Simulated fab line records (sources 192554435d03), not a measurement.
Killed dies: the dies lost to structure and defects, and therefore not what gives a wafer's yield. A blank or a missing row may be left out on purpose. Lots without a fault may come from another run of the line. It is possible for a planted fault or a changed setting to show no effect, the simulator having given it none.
A struck lot beside a sound one + flow n5-finfet + 15 out of 1938 route steps
Sound: these wafers, L690.1, L690.4, L690.6. Wafers struck: L699.2, L699.4, L699.5. The cause comes at the end.
Order at every step that has rows: each side's tool, ch and its chambers, its first start. Under that, the readings that differ: sound wafers + struck wafers + difference of the means + sigmas: that difference in standard deviations of wafers without a fault.
alike: same words and numbers on both sides, and readings whose means sit less than 2 such deviations apart. not compared: any withheld reading, any reading some wafer has no value for, any bound like >300 that may hide the same value, and any number with overlapping values for which the record gives no deviation.
The two part at a step that has a row with sigmas, a row that says differs or no value, or rows on one side only. Non-overlapping numbers with no deviation appear without sigmas and do not part them. A reading missing from all wafers of one side parts the sides only when that side holds two or more wafers.

first, 1 step without rows for these wafers: N5_BEOL_M13_HARDBAKE_14 (time 120 s).
N5_BEOL_M13_CD_MEAS_10: the cd target is 190 nm.
  sound on cd-sem-03 ch 0, day 11 22:39; struck on cd-sem-01 ch 0, day 13 18:51
  alike: cd-nm
N5_BEOL_M13_OVL_MEAS_11:
  sound on overlay-02 ch 0, day 11 22:41; struck on overlay-01 ch 0, day 13 18:53
  alike: V12_OVL
N5_BEOL_M13_INSPECT_12: inspects for defects (macro).
  sound on defect-inspect-01, day 11 22:42; struck on defect-inspect-02, day 13 18:55
  alike: raw-defect-count
N5_BEOL_M13_DESCUM_15: chemistry O2, time 7.9 s.
  sound on rie-diel-03 ch 0,1,3, day 11 22:46; struck on rie-diel-03 ch 0,1,2, day 13 18:56
  alike: bias-power-w, drypump-motor-current-A, oes-product-au, rf-vpp-V, showerhead-plenum-p-Torr, throttle-valve-pct
  not compared: rf-hours-counter-h
N5_BEOL_M13_ETCH_59: etches BARC in N2/H2, target depth 89 nm, overetch 26.7 nm, time 67.9 s.
  sound on rie-diel-03 ch 0,1,3, day 11 22:49; struck on rie-diel-03 ch 0,1,2, day 13 18:59
  alike: drypump-motor-current-A, oes-product-au, rf-vpp-V, showerhead-plenum-p-Torr, throttle-valve-pct
  not compared: rf-hours-counter-h
N5_BEOL_M13_VIA_ETCH_16: etches SiOC in C4F8/O2/Ar, target depth 921.7 nm.
  sound on rie-diel-03 ch 0,1,3, day 11 22:52; struck on rie-diel-03 ch 0,1,2, day 13 19:02
  alike: drypump-motor-current-A, he-inner-torr, he-outer-torr, oes-product-au, rf-vpp-V, showerhead-plenum-p-Torr, throttle-valve-pct
N5_BEOL_M13_STRIP_63: strips in N2/H2.
  sound on plasma-asher-01 ch 0,1, day 11 23:07; struck on plasma-asher-02 ch 0,1, day 13 19:26
  alike: drypump-motor-current-A, heater-power-w, oes-product-au, strip-time-to-endpoint-s
  not compared: rf-hours-counter-h
N5_BEOL_M13_STRIP_64: strips in N2/H2.
  sound on plasma-asher-01 ch 0,1, day 11 23:10; struck on plasma-asher-02 ch 0,1, day 13 19:30
  alike: drypump-motor-current-A, heater-power-w, oes-product-au, strip-time-to-endpoint-s
  not compared: rf-hours-counter-h
then, 2 steps without rows for these wafers: N5_BEOL_M13_STRIP_71 (strips in post etch residue remover, time 60 s); N5_BEOL_M13_SRD_72 (time 30 s, dry time 30 s).
N5_BEOL_M13_CD_MEAS_17: the cd target is 190 nm.
  sound on cd-sem-03, day 11 23:19; struck on cd-sem-02, day 13 19:39
  alike: cd-nm
N5_BEOL_M13_COAT_65: time 60 s, resist thk 350 nm.
  sound on litho-track-03 ch 0, day 11 23:22; struck on litho-track-01 ch 0, day 13 19:41
| reading                     | sound                | struck               | difference | sigmas |
|-----------------------------|----------------------|----------------------|------------|--------|
| dispense-pressure-kPa (kPa) | 46 46 46             | 54 54 54             | +8         | +2     |
| heater-power-total-W (W)    | 503.2 501.0 499.1    | 479.4 477.8 479.5    | -22.2      | -12    |
| plate-temp-C (C)            | 249.79 250.28 250.27 | 241.18 241.10 241.47 | -8.86      | -52    |
then, 1 step without rows for these wafers: N5_BEOL_M13_COAT_66 (time 60 s, resist thk 110 nm).
N5_PASSIVATION_PROBE_49:
  sound on prober-02, day 13 11:08; struck on prober-02, day 15 05:58
| reading                  | sound          | struck         | difference | sigmas |
|--------------------------|----------------|----------------|------------|--------|
| defect-limited-yield (%) | 93.6 93.6 92.4 | 91.7 90.1 88.8 | -3.0       | -2     |
| killed-dies              | 75 76 90       | 98 117 132     | +35        | +2     |
| killed-open              | 46 46 63       | 68 84 87       | +28        | +2     |
| sort_bin_5_function (%)  | 4.0 3.6 3.3    | 4.6 6.0 7.0    | +2.2       | +2     |
| sort_bin_8_speed (%)     | 0 0 0.08       | 0 0 0          | +0         | -2     |
| sort-n-pass              | 1105 1104 1089 | 1082 1063 1048 | -35        | -2     |
  alike: killed_at_M0_to_M3, killed_at_M4_up, killed-at-contacts, killed-at-front-end, killed-at-other, killed-short, sort_bin_6_memory, sort-yield-pct

== WHERE THEY PART ==
First at N5_BEOL_M13_COAT_65; last, within this record, at N5_PASSIVATION_PROBE_49.

WHY: whatever the simulator had introduced
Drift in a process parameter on litho-track-01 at N5_BEOL_M13_COAT_65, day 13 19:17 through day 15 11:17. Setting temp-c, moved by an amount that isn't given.
